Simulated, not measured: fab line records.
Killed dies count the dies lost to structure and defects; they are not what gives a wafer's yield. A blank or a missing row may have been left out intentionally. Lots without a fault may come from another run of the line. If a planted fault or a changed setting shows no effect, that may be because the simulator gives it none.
fab line records -- flow n5-finfet
[record] lots = 10, wafers = 28, last-day = 17
route steps=1938 shown FIN_CUT@174 STI_FIN_REVEAL@199 BEOL_M4@1111 PASSIVATION@1936
lots that met no fault: taken from a fault-free run of the same line
start-h: start of the lot's first displayed wafer, in hours after the record's first day -- wait-h: hours from the lot's prior step to this one -- " the same as in the row above -- L1.1+2: one row covering several wafers at once -- - value missing, or start not given -- * or withheld: withheld -- < > ~ a bound
route shown NAME@n: a module of which the file shows steps, and the number in the route of the first -- usual: mean/standard deviation of fault-free wafers -- same: alike in all rows -- chamber/n: place in a boat -- sites: each site's reading -- _std_site: their standard deviation -- _edge_site: the outer-site mean with the inner-site mean subtracted -- radius-mm: for every site, how far away it sits from the centre of the wafer -- mask NAME#n: copy n -- behind: the last tool/chamber to shape the wafer -- hold: cause of the lot's hold/its duration in hours/its outcome -- device: the n, p or np transistor that did not switch -- end of line: the same wafers' tests at the end of the route -- step lacking rows: just its recipe -- killed: at the first sort, the dies lost to defects and structure; wafer yield is something else -- map: the dies of a wafer, with x for killed, . for not killed, _ for no die there
set.NAME: the setting as run; set.NAME@STEP: as run at that earlier step -- model.NAME: the simulator's own value behind a step, which no gauge read
one table for each step of the route and one row for each wafer, over a sample of lots
services: a tool's chamber out of use, with start hour (start-h, from the record's first day; less than 0 if before it), hours out, and reason
[[steps]]
[step N5_FIN_CUT_CUT_ETCH_27]
[recipe] chemistry = CHF3/O2, target = SiO2, target-depth-a = 40, mask-material = SOC, overetch-a = 20, time-s = 4.9, pressure-mtorr = 30, source-w = 650, bias-w = 170, Ar_flow_sccm = 200, CHF3_flow_sccm = 50, O2_flow_sccm = 5, ion-energy-ev = 200
[usual] chamber-pressure-mTorr = 29.996/0.026, drypump-motor-current-A = 5.6/0.5, oes-product-au = 0.60/0.067, rf-fwd-power-W = 643.9/2.9, rf-vpp-V = 517/8.8, showerhead-plenum-p-Torr = 2.39/0.079, throttle-valve-pct = 18.71/0.24
lot.wafer,tool,chamber,start-h,wait-h,chamber-pressure-mTorr,drypump-motor-current-A,oes-product-au,rf-fwd-power-W,rf-hours-counter-h,rf-vpp-V,showerhead-plenum-p-Torr,throttle-valve-pct
L143.2,rie-diel-03,1,47.78,0.0,29.997,4.9,0.78,641.8,0,530,2.55,18.90
L143.4,rie-diel-03,0,47.78,0.0,29.973,5.7,0.56,647.3,201,511,2.38,18.91
L143.5,rie-diel-03,1,47.78,0.0,30.006,4.9,0.77,644.3,-,529,2.55,18.90
L147.2,rie-diel-05,0,70.51,0.0,29.943,5.5,0.76,640.7,7,525,2.46,18.24
L147.3,rie-diel-05,2,70.51,0.0,29.999,5.7,0.54,640.9,205,523,2.49,18.50
L147.5,rie-diel-05,3,70.51,0.0,30.018,5.0,0.55,647.5,-,509,2.37,18.51
L148.1,rie-diel-04,0,76.87,0.0,29.980,5.1,0.58,647.1,177,533,2.29,18.63
L148.4,rie-diel-04,1,76.87,0.0,29.940,5.0,0.60,641.2,137,506,2.32,18.80
L148.6,rie-diel-04,2,76.87,0.0,29.984,6.3,0.57,643.8,-,506,2.38,19.00
L149.1,rie-diel-05,1,84.00,0.0,30.008,5.8,0.57,644.3,207,519,2.30,18.78
L149.5,rie-diel-05,0,84.00,0.0,30.029,5.5,0.75,641.7,-,523,2.46,18.25
L151.2,rie-diel-04,3,97.21,0.0,30.011,6.1,0.62,641.8,101,508,2.32,18.73
L151.5,rie-diel-04,0,97.21,0.0,29.995,5.1,0.57,646.0,-,532,2.29,18.61
L151.6,rie-diel-04,3,97.21,0.0,29.993,6.1,0.62,644.5,-,509,2.32,18.73
L152.1,rie-diel-03,1,102.57,0.0,30.002,4.9,0.72,640.5,18,529,2.55,18.93
L152.3,rie-diel-03,0,102.57,0.0,30.010,5.6,0.56,645.1,218,510,2.37,18.95
L152.4,rie-diel-03,3,102.57,0.0,29.988,5.5,0.56,646.6,232,515,2.38,19.12
L153.3,rie-diel-05,0,106.28,0.0,29.990,5.5,0.75,636.8,19,523,2.46,18.26
L153.4,rie-diel-05,3,106.28,0.0,29.984,5.0,0.55,643.5,226,506,2.37,18.49
L153.6,rie-diel-05,2,106.28,0.0,29.945,5.7,0.54,641.3,-,523,2.48,18.52
L154.3,rie-diel-05,3,113.97,0.0,30.013,5.0,0.55,643.4,229,508,2.37,18.50
L154.5,rie-diel-05,1,113.97,0.0,29.951,5.8,0.57,646.0,-,516,2.30,18.79
L154.6,rie-diel-05,0,113.97,0.0,29.968,5.5,0.74,641.4,-,523,2.46,18.26
L161.1,rie-diel-05,1,153.90,0.0,29.975,5.8,0.56,648.9,230,519,2.29,18.81
L161.5,rie-diel-05,1,153.90,0.0,29.987,5.8,0.56,650.3,-,520,2.29,18.79
L162.1,rie-diel-05,2,159.34,0.0,30.038,5.7,0.53,639.6,230,522,2.48,18.55
L162.2,rie-diel-05,0,159.34,0.0,30.023,5.5,0.71,638.9,37,523,2.45,18.28
L162.6,rie-diel-05,2,159.34,0.0,30.012,5.7,0.53,638.9,-,523,2.48,18.56
[step N5_STI_FIN_REVEAL_ETCH_34]
[recipe] chemistry = H2, mode = isotropic, material = Si, target = Si, target-depth-a = 9.7, temp-c = 20, pressure-mtorr = 4.5, icp-w = 300, bias-w = 0, h2-flow-sccm = 7.5, he-flow-sccm = 142.5
[usual] chamber-pressure-mTorr = 4.500/0.004, drypump-motor-current-A = 5.8/0.36, oes-product-au = 0.990/0.021, rf-fwd-power-W = 297.0/1.3, throttle-valve-pct = 25.8/0.48
lot.wafer,tool,chamber,start-h,wait-h,chamber-pressure-mTorr,drypump-motor-current-A,oes-product-au,rf-fwd-power-W,rf-hours-counter-h,throttle-valve-pct
L143.2,rie-si-03,2,56.95,0.1,4.501,6.2,0.954,297.2,186,26.6
L143.4,rie-si-03,0,56.95,0.1,4.494,5.7,1.016,295.8,99,25.0
L143.5,rie-si-03,1,56.95,0.1,4.496,5.9,0.991,296.9,-,26.0
L147.2,rie-si-03,1,79.19,0.1,4.505,5.8,0.990,298.6,4,26.0
L147.3,rie-si-03,3,79.19,0.1,4.504,5.7,0.977,294.7,59,25.6
L147.5,rie-si-03,2,79.19,0.1,4.496,6.2,0.972,298.1,-,26.6
L148.1,rie-si-03,0,85.48,0.2,4.499,5.7,1.012,295.3,99,25.0
L148.4,rie-si-03,2,85.48,0.2,4.506,6.2,0.966,298.4,186,26.6
L148.6,rie-si-03,2,85.48,0.2,4.499,6.2,0.961,298.8,-,26.6
L149.1,rie-si-03,0,94.23,0.2,4.504,5.7,1.002,296.8,99,25.0
L149.5,rie-si-03,3,94.23,0.2,4.496,5.7,0.956,297.5,-,25.6
L151.2,rie-si-03,0,107.67,0.3,4.503,5.7,1.001,296.0,100,25.0
L151.5,rie-si-03,1,107.67,0.3,4.503,5.8,0.979,296.2,-,26.0
L151.6,rie-si-03,0,107.67,0.3,4.499,5.7,0.902,296.4,-,25.0
L152.1,rie-si-03,1,111.43,0.3,4.499,5.8,0.883,297.6,4,26.0
L152.3,rie-si-03,2,111.43,0.3,4.492,6.2,0.968,298.7,186,26.6
L152.4,rie-si-03,3,111.43,0.3,4.495,5.7,0.962,295.9,60,25.6
L153.3,rie-si-03,3,115.43,0.1,4.501,5.7,0.967,294.2,60,25.6
L153.4,rie-si-03,1,115.43,0.1,4.498,5.8,0.982,297.7,5,26.0
L153.6,rie-si-03,2,115.43,0.1,4.506,6.2,0.862,299.1,-,26.6
L154.3,rie-si-04,2,123.53,0.2,4.501,5.0,1.024,293.9,8,25.4
L154.5,rie-si-04,0,123.53,0.2,4.502,5.9,1.002,297.0,-,26.0
L154.6,rie-si-04,1,123.53,0.2,4.507,6.3,1.012,297.7,-,25.9
L161.1,rie-si-02,1,162.36,0.2,4.496,5.2,0.992,296.4,120,26.0
L161.5,rie-si-02,2,162.36,0.2,4.503,5.7,0.983,297.9,-,25.5
L162.1,rie-si-02,0,167.85,0.2,4.503,5.1,0.986,297.5,10,26.1
L162.2,rie-si-02,2,167.85,0.2,4.497,5.7,0.981,297.7,70,25.5
L162.6,rie-si-02,2,167.85,0.2,4.506,5.7,0.979,296.8,-,25.5
[step N5_STI_FIN_REVEAL_CD_MEAS_22]
[recipe] target-cd-nm = 6.238, pitch-nm = 28, polarity = line
[usual] cd-nm = 6.27/0.27
lot.wafer,tool,chamber,start-h,wait-h,cd-nm
L143.2,cd-sem-01,-,57.53,0.0,6.42
L143.4,cd-sem-01,-,57.53,0.0,6.10
L143.5,cd-sem-01,-,57.53,0.0,6.12
L147.2,cd-sem-02,-,79.77,0.0,6.52
L147.3,cd-sem-02,-,79.77,0.0,6.12
L147.5,cd-sem-02,-,79.77,0.0,6.88
L148.1,cd-sem-03,-,86.11,0.0,6.29
L148.4,cd-sem-03,-,86.11,0.0,6.32
L148.6,cd-sem-03,-,86.11,0.0,5.95
L149.1,cd-sem-01,-,94.81,0.0,6.32
L149.5,cd-sem-01,-,94.81,0.0,6.15
L151.2,cd-sem-02,-,108.25,0.0,6.41
L151.5,cd-sem-02,-,108.25,0.0,6.11
L151.6,cd-sem-02,-,108.25,0.0,7.02
L152.1,cd-sem-03,-,112.01,0.0,6.47
L152.3,cd-sem-03,-,112.01,0.0,6.55
L152.4,cd-sem-03,-,112.01,0.0,5.81
L153.3,cd-sem-01,-,116.19,0.0,6.56
L153.4,cd-sem-01,-,116.19,0.0,6.21
L153.6,cd-sem-01,-,116.19,0.0,6.88
L154.3,cd-sem-02,-,124.11,0.0,6.37
L154.5,cd-sem-02,-,124.11,0.0,6.74
L154.6,cd-sem-02,-,124.11,0.0,6.41
L161.1,cd-sem-02,-,162.95,0.0,6.49
L161.5,cd-sem-02,-,162.95,0.0,6.05
L162.1,cd-sem-02,-,168.42,0.0,5.96
L162.2,cd-sem-02,-,168.42,0.0,6.30
L162.6,cd-sem-02,-,168.42,0.0,6.41
[step N5_STI_FIN_REVEAL_INSPECT_13]
[recipe] inspect-instrument = darkfield, mode = post-clean
[usual] raw-defect-count = 12/4.7
lot.wafer,tool,chamber,start-h,wait-h,raw-defect-count
L143.2,defect-inspect-02,-,57.65,0.0,9
L143.4,defect-inspect-02,-,57.65,0.0,14
L143.5,defect-inspect-02,-,57.65,0.0,9
L147.2,defect-inspect-02,-,79.92,0.0,10
L147.3,defect-inspect-02,-,79.92,0.0,6
L147.5,defect-inspect-02,-,79.92,0.0,6
L148.1,defect-inspect-01,-,86.26,0.0,21
L148.4,defect-inspect-01,-,86.26,0.0,24
L148.6,defect-inspect-01,-,86.26,0.0,14
L149.1,defect-inspect-01,-,94.93,0.0,12
L149.5,defect-inspect-01,-,94.93,0.0,14
L151.2,defect-inspect-02,-,108.37,0.0,11
L151.5,defect-inspect-02,-,108.37,0.0,17
L151.6,defect-inspect-02,-,108.37,0.0,15
L152.1,defect-inspect-01,-,112.13,0.0,17
L152.3,defect-inspect-01,-,112.13,0.0,11
L152.4,defect-inspect-01,-,112.13,0.0,9
L153.3,defect-inspect-02,-,116.31,0.0,11
L153.4,defect-inspect-02,-,116.31,0.0,8
L153.6,defect-inspect-02,-,116.31,0.0,11
L154.3,defect-inspect-02,-,124.22,0.0,10
L154.5,defect-inspect-02,-,124.22,0.0,11
L154.6,defect-inspect-02,-,124.22,0.0,5
L161.1,defect-inspect-02,-,163.06,0.0,14
L161.5,defect-inspect-02,-,163.06,0.0,18
L162.1,defect-inspect-01,-,168.54,0.0,8
L162.2,defect-inspect-01,-,168.54,0.0,11
L162.6,defect-inspect-01,-,168.54,0.0,15
[step N5_BEOL_M4_RC_MEAS_101]
[usual] DIBL_N = 36.1/1.5, DIBL_P = 36.1/1.9, IOFF_N = 0.159/0.029, IOFF_P = 0.21/0.038, ION_N = 675/11, ION_P = 464/8.1, SS_N = 71.5/0.57, SS_P = 73.3/0.64, VT_N = 249/3.1, VT_P = -250/3.8
lot.wafer,tool,chamber,start-h,wait-h,DIBL_N[mV/V],DIBL_P[mV/V],IOFF_N[nA/um],IOFF_P[nA/um],ION_N[uA/um],ION_P[uA/um],SS_N[mV/dec],SS_P[mV/dec],VT_N[mV],VT_P[mV]
L143.2,prober-01,0,177.54,0.2,37.8,37.3,0.161,0.24,666,464,71.8,73.8,249,-246
L143.4,prober-01,0,177.54,0.2,35.9,34.2,0.137,0.19,672,462,72.3,72.5,250,-249
L143.5,prober-01,0,177.54,0.2,36.7,36.4,0.148,0.22,654,454,71.5,73.3,253,-247
L147.2,prober-01,0,201.29,0.2,41.1,40.4,0.279,0.29,694,470,72.1,74.6,245,-248
L147.3,prober-01,0,201.29,0.2,36.9,36.6,0.175,0.21,679,460,71.8,73.2,249,-252
L147.5,prober-01,0,201.29,0.2,38.0,37.7,0.186,0.23,684,465,72.0,74.4,247,-251
L148.1,prober-02,0,219.08,0.0,37.8,38.2,0.171,0.24,679,470,72.0,74.1,250,-249
L148.4,prober-02,0,219.08,0.0,37.4,37.0,0.156,0.21,670,456,71.8,73.5,254,-249
L148.6,prober-02,0,219.08,0.0,36.2,36.6,0.140,0.21,657,465,71.6,73.0,249,-250
L149.1,prober-02,0,220.88,0.0,37.8,37.7,0.172,0.25,677,474,71.8,73.7,247,-246
L149.5,prober-02,0,220.88,0.0,36.9,36.1,0.151,0.23,676,466,71.4,73.1,249,-247
L151.2,prober-01,0,226.87,0.2,34.6,32.6,0.141,0.20,673,465,71.4,72.2,248,-249
L151.5,prober-01,0,226.87,0.2,36.3,36.1,0.173,0.26,686,468,70.9,73.7,246,-244
L151.6,prober-01,0,226.87,0.2,39.2,39.9,0.269,0.35,710,484,72.6,74.7,241,-239
L152.1,prober-01,0,245.48,0.0,34.8,34.8,0.134,0.18,673,453,71.3,73.1,251,-251
L152.3,prober-01,0,245.48,0.0,36.2,35.5,0.145,0.18,664,456,71.4,73.0,252,-253
L152.4,prober-01,0,245.48,0.0,33.8,33.0,0.109,0.15,668,453,71.1,72.2,256,-254
L153.3,prober-01,0,248.66,0.3,36.7,38.0,0.168,0.23,687,464,71.7,73.1,249,-249
L153.4,prober-01,0,248.66,0.3,34.2,34.1,0.113,0.17,656,460,70.8,73.2,256,-254
L153.6,prober-01,0,248.66,0.3,38.7,40.2,0.199,0.27,683,477,71.9,74.7,246,-247
L154.3,prober-02,0,249.42,0.6,36.8,35.6,0.172,0.18,677,454,71.0,73.2,248,-253
L154.5,prober-02,0,249.42,0.6,36.2,35.5,0.175,0.20,692,470,70.5,73.2,247,-252
L154.6,prober-02,0,249.42,0.6,37.0,36.4,0.184,0.19,686,452,71.6,74.3,245,-254
L161.1,prober-02,0,300.63,0.0,35.6,36.6,0.159,0.20,674,456,71.3,72.6,247,-252
L161.5,prober-02,0,300.63,0.0,34.5,34.6,0.131,0.17,664,456,71.1,73.1,252,-255
L162.1,prober-02,0,306.03,0.0,37.1,37.1,0.173,0.30,677,479,71.4,73.3,246,-241
L162.2,prober-02,0,306.03,0.0,37.5,37.7,0.192,0.32,689,481,72.1,73.7,247,-242
L162.6,prober-02,0,306.03,0.0,37.6,37.6,0.198,0.31,686,473,72.0,74.3,245,-244
[step N5_PASSIVATION_PROBE_49]
[usual] defect-limited-yield = 91.5/1.6, killed_at_M0_to_M3 = 33/10, killed_at_M4_up = 13/5.6, killed-at-contacts = 13/6, killed-at-front-end = 39/12, killed-at-other = 3.0/2.8, killed-dies = 101/19, killed-open = 65/13, killed-short = 32/8.3, sort_bin_4_leakage = 0.00/0.0072, sort_bin_5_function = 5.0/1, sort_bin_6_memory = 3.1/0.69, sort-n-pass = 1079/19, sort-yield-pct = 91.5/1.6
[same] gross-dies = 1180, killed-at-back-side = 0, sort_bin_8_speed[%] = 0
lot.wafer,tool,chamber,start-h,wait-h,defect-limited-yield[%],killed_at_M0_to_M3,killed_at_M4_up,killed-at-contacts,killed-at-front-end,killed-at-other,killed-dies,killed-open,killed-short,sort_bin_4_leakage[%],sort_bin_5_function[%],sort_bin_6_memory[%],sort-n-pass,sort-yield-pct[%]
L149.1,prober-02,-,323.61,0.0,91.0,49,19,11,24,3,106,71,34,0,5.8,3.0,1074,91.0
L149.5,prober-02,-,323.81,0.2,88.6,43,12,35,44,0,134,83,49,0,7.3,4.0,1046,88.6
L154.3,prober-01,-,355.55,0.1,91.7,27,16,18,37,0,98,70,28,0,5.0,3.1,1082,91.7
L154.5,prober-01,-,355.65,0.2,92.5,34,14,12,28,0,88,52,34,0,3.9,3.2,1092,92.5
L154.6,prober-01,-,355.70,0.3,92.7,28,10,16,30,2,86,58,26,0,5.1,1.9,1094,92.7
// killed by level:class
L149.1 BEOL_M3:geometric-particle:open=11 MOL_CONTACT_COAG:geometric-particle:open=10 FIN_SAQP:geometric-particle:open=9 BEOL_M0_SAQP:geometric-particle:short=9 BEOL_M4:geometric-particle:open=8 BEOL_M0:geometric-particle:open=7 BEOL_M2:geometric-particle:open=6 FIN_SAQP:geometric-particle:short=5
L149.5 MOL_CONTACT_COAG:geometric-particle:open=25 BEOL_M0_SAQP:geometric-particle:short=14 BEOL_M0_SAQP:geometric-particle:open=13 FIN_SAQP:geometric-particle:open=11 FIN_SAQP:geometric-particle:short=11 MOL_CONTACT_COAG:geometric-particle:short=9 STARTING-WAFER:geometric-particle:open=6 BEOL_M0:geometric-particle:open=5
L154.3 FIN_SAQP:geometric-particle:open=17 MOL_CONTACT_COAG:geometric-particle:open=11 BEOL_M0_SAQP:geometric-particle:short=8 BEOL_M3:geometric-particle:open=8 MOL_CONTACT_COAG:geometric-particle:short=7 STI_FIN_REVEAL:geometric-particle:open=5 BEOL_M0_SAQP:geometric-particle:open=5 DUMMY_GATE:geometric-particle:open=4
L154.5 BEOL_M3:geometric-particle:open=12 MOL_CONTACT_COAG:geometric-particle:open=9 BEOL_M0_SAQP:geometric-particle:short=8 BEOL_M4:geometric-particle:open=6 FIN_SAQP:geometric-particle:open=4 FIN_SAQP:geometric-particle:short=4 BEOL_M1:geometric-particle:open=4 BEOL_M3:geometric-particle:short=4
L154.6 MOL_CONTACT_COAG:geometric-particle:open=13 BEOL_M0_SAQP:geometric-particle:open=7 DUMMY_GATE:geometric-particle:open=6 BEOL_M0_SAQP:geometric-particle:short=6 FIN_SAQP:geometric-particle:short=4 FIN_SAQP:geometric-particle:open=4 BEOL_M1:geometric-particle:open=4 BEOL_M3:geometric-particle:open=4
[[services]]
tool,chamber,start-h,hours,kind
rie-diel-04,3,27.16,7.9,repair
rie-diel-03,1,27.51,-,clean
rie-diel-03,1,27.51,-,consumable-replace:focus-ring
rie-diel-03,1,27.51,-,consumable-replace:showerhead
rie-diel-03,1,27.51,19.0,scheduled-down
rie-diel-03,1,27.51,19.0,vent-cycle
rie-diel-05,0,29.58,-,clean
rie-diel-05,0,29.58,-,consumable-replace:focus-ring
rie-diel-05,0,29.58,16.3,scheduled-down
rie-diel-05,0,29.58,16.3,vent-cycle
rie-si-02,-,32.88,2.8,pm
rie-diel-04,1,53.11,2.4,repair
rie-si-04,1,99.50,3.5,repair
rie-si-02,-,109.96,0.3,repair
rie-si-03,-,159.61,0.3,repair
rie-diel-03,3,162.99,-,clean
rie-diel-03,3,162.99,-,consumable-replace:focus-ring
rie-diel-03,3,162.99,17.8,scheduled-down
rie-diel-03,3,162.99,17.8,vent-cycle
[[key]]
[first-sign] step = N5_STI_FIN_REVEAL_ETCH_34, reading = oes-product-au, direction = down, sigmas = 5.1, usual = 0.990, struck = 0.883
effect none on later readings
met-at N5_STI_FIN_REVEAL_ETCH_34
struck-lots L151,L152,L153
struck-wafers L151.6,L152.1,L153.6
[baseline-loss] step = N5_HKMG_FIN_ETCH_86, wafers = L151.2
not-acting-at N5_FIN_CUT_CUT_ETCH_27,N5_STI_FIN_REVEAL_CD_MEAS_22,N5_STI_FIN_REVEAL_INSPECT_13
onset-between 94.23 107.67
[fault] kind = process-parameter-drift, tool = rie-si-03, chamber = -, onset-h = 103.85, steps = N5_STI_FIN_REVEAL_ETCH_34, channel = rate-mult, offset = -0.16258, shape = step, end-h = 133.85, scope = struck-wafers-only
// baseline-loss: these wafers lose ten dies or more at that step, a loss of the line's own and not of a fault; the sort's usual values leave them out
